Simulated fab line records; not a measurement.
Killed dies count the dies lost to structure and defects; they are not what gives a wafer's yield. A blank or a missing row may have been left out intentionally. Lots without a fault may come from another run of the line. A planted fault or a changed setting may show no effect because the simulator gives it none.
Split-lot experiment ; flow n5 finfet ; on a route of 1938 steps: 7 lots, 21 wafers read

== ON THE SPLIT ==
At N5_BEOL_M6_EXPOSE_25 (exposes mask V5, target cd 40 nm), the setting dose mj was moved away from the recipe's 45 on 5 of the 21 wafers read, by -5.8% to +4.5%. This setting was run at the recipe's value on the other wafers.

== FROM THE SPLIT TO THE READING: what the file shows between them, 2 steps ==
- N5_BEOL_M6_PEB_26: peb time 60 s
- N5_BEOL_M6_DEVELOP_27: develop time 30 s

== THE READING ==
At N5_BEOL_M6_CD_MEAS_28: cd nm in nanometres, against a target cd of 40 nm. Fault-free wafers of this fab line usually give 40.03 nm, standard deviation 0.26 nm.

wafer;tool, chamber at the split;dose mj as run;against the recipe;cd nm, nm;against lot-mates on the recipe
L078.3;euv scanner-02, 0;45;recipe;39.82;-
L078.4;euv scanner-02, 0;42.38;-5.8%;38.16;-1.94
L078.5;euv scanner-02, 0;45;recipe;40.37;-
L081.1;euv scanner-01, 0;45;recipe;39.91;-
L081.2;euv scanner-01, 0;45;recipe;39.90;-
L081.3;euv scanner-01, 0;45;recipe;39.77;-
L080.1;euv scanner-01, 0;45;recipe;39.93;-
L080.3;euv scanner-01, 0;45;recipe;40.07;-
L080.6;euv scanner-01, 0;45;recipe;39.83;-
L083.2;euv scanner-02, 0;47.03;+4.5%;40.93;+0.60
L083.3;euv scanner-02, 0;45;recipe;40.33;-
L083.5;euv scanner-02, 0;47.03;+4.5%;41.08;+0.75
L089.2;euv scanner-02, 0;45;recipe;39.83;-
L089.4;euv scanner-02, 0;45;recipe;40.13;-
L089.6;euv scanner-02, 0;45;recipe;39.91;-
L090.2;euv scanner-01, 0;45;recipe;40.07;-
L090.3;euv scanner-01, 0;45;recipe;40.15;-
L090.5;euv scanner-01, 0;43.17;-4.1%;38.71;-1.40
L096.2;euv scanner-01, 0;45;recipe;40.14;-
L096.3;euv scanner-01, 0;45;recipe;39.70;-
L096.4;euv scanner-01, 0;43.62;-3.1%;39.30;-0.62

FIT RESULTS
A straight line over all 21 wafers: cd nm changes by +0.269 nm for each +1% of dose mj; r = +0.95; the points scatter about the line by 0.2 nm.
The same after taking each lot's own level away (the mean of its wafers on the recipe; 21 wafers): +0.245 nm for each +1%; r = +0.92; scatter 0.23 nm.
That fit puts the effect of the largest move of dose mj on the reading at 1.4 nm.
Across the lots, their own levels run from 39.860 to 40.330 nm, a range of 1.8 times the standard deviation given above.
Consequently the slope shifts little with the lot-to-lot level, the two slopes agreeing.
Check: for one of the wafers moved furthest among these (-5.8%), held out of the fit, the line's prediction against its lot-mates is -1.26 nm. It came out at -1.94 nm against them.

== THE WHOLE CHAIN: every reading that the file lists as answering this split, in the file's order ==
step;what it does;reading;change (the file's fit);r (the file's)
N5_BEOL_M6_CD_MEAS_28;target cd 40 nm;cd nm;+0.273 nm for each +1% of the setting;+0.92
N5_BEOL_M6_DESCUM_33;chemistry O2, time 7 s;BEOL_M6.cd nm (the simulator's own value, which no gauge read);+0.231 nm for each +1% of the setting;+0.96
N5_BEOL_M6_ETCH_65;etches SiARC in CF4, target depth 15.6 nm, time 26 s;BEOL_M6.cd nm (the simulator's own value, which no gauge read);+0.251 nm for each +1% of the setting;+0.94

== FILE'S OWN FIT ==
cd nm changes by +0.273 nm for each +1% of dose mj, r = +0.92.
